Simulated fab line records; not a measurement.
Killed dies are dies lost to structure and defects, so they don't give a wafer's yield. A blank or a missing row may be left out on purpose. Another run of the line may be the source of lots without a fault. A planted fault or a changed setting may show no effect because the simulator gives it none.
Matching of chambers + flow n5Finfet + N5_SD_EPI_N_ETCH_34 on rieDiel-05 has 4 sister chambers
The step etches SiARC in CF4, target depth 45.5 nm, time 75.8 s. 16 wafers are shown with their chamber, then 8 later ones without.

## EACH WAFER AND ITS CHAMBER
| wafer  | chamber | drypumpMotorCurrentA (A) | showerheadPlenumPTorr (Torr) | throttleValvePct (%) |
|--------|---------|--------------------------|------------------------------|----------------------|
| L074.2 | 0       | 5.6                      | 2.22                         | 15.89                |
| L074.5 | 1       | 6.5                      | 2.13                         | 15.22                |
| L074.6 | 2       | 5.6                      | 2.23                         | 15.72                |
| L080.1 | 0       | 5.6                      | 2.21                         | 15.92                |
| L080.3 | 1       | 6.5                      | 2.12                         | 15.22                |
| L080.4 | 3       | 6.2                      | 2.04                         | 15.58                |
| L082.1 | 1       | 6.5                      | 2.12                         | 15.24                |
| L082.5 | 0       | 5.6                      | 2.21                         | 15.91                |
| L082.6 | 1       | 6.5                      | 2.12                         | 15.26                |
| L083.1 | 0       | 5.6                      | 2.21                         | 15.92                |
| L083.3 | 3       | 6.2                      | 2.04                         | 15.57                |
| L083.4 | 2       | 5.6                      | 2.22                         | 15.78                |
| L084.1 | 1       | 6.5                      | 2.12                         | 15.25                |
| L084.3 | 3       | 6.2                      | 2.04                         | 15.59                |
| L084.6 | 0       | 5.7                      | 2.21                         | 15.93                |
| L087.1 | 2       | 5.6                      | 2.22                         | 15.78                |

SIGNATURES (means of the wafers above)
| reading               | chamber 0 | chamber 1 | chamber 2 | chamber 3 | scatter within a chamber |
|-----------------------|-----------|-----------|-----------|-----------|--------------------------|
| drypumpMotorCurrentA  | 5.620     | 6.500     | 5.600     | 6.200     | 0.0258                   |
| showerheadPlenumPTorr | 2.2120    | 2.1220    | 2.2233    | 2.0400    | 0.00435                  |
| throttleValvePct      | 15.9140   | 15.2380   | 15.7600   | 15.5800   | 0.02                     |
Rule: distance of a wafer from a chamber = root of the sum over the readings of ((wafer's reading minus chamber's mean) / reading's scatter) squared. If the next closest chamber is less than 2 further off than the closest, the wafer can't be placed; otherwise it belongs to the closest. The scatter: take each reading less its chamber's mean, square it, sum over the shown wafers, divide by the number of wafers less the number of chambers, and take the root.

## WAFERS WHOSE CHAMBER IS MISSING
| wafer  | drypumpMotorCurrentA (A) | showerheadPlenumPTorr (Torr) | throttleValvePct (%) |
|--------|--------------------------|------------------------------|----------------------|
| L087.4 | 6.2                      | 2.04                         | 15.61                |
| L087.5 | 6.2                      | 2.04                         | 15.59                |
| L088.1 | 6.2                      | 2.04                         | 15.60                |
| L088.3 | 6.5                      | 2.12                         | 15.26                |
| L088.6 | 6.2                      | 2.04                         | 15.59                |
| L089.1 | 6.5                      | 2.12                         | 15.27                |
| L089.3 | 5.6                      | 2.22                         | 15.79                |
| L089.5 | 6.5                      | 2.12                         | 15.27                |

## CHAMBER TAKEN BY EACH
| wafer  | from the rows above | in truth |
|--------|---------------------|----------|
| L087.4 | 3                   | 3        |
| L087.5 | 3                   | 3        |
| L088.1 | 3                   | 3        |
| L088.3 | 1                   | 1        |
| L088.6 | 3                   | 3        |
| L089.1 | 1                   | 1        |
| L089.3 | 2                   | 2        |
| L089.5 | 1                   | 1        |
8 of 8 placed correctly. Left unplaced by these rows: 0. Wrongly placed: 0.
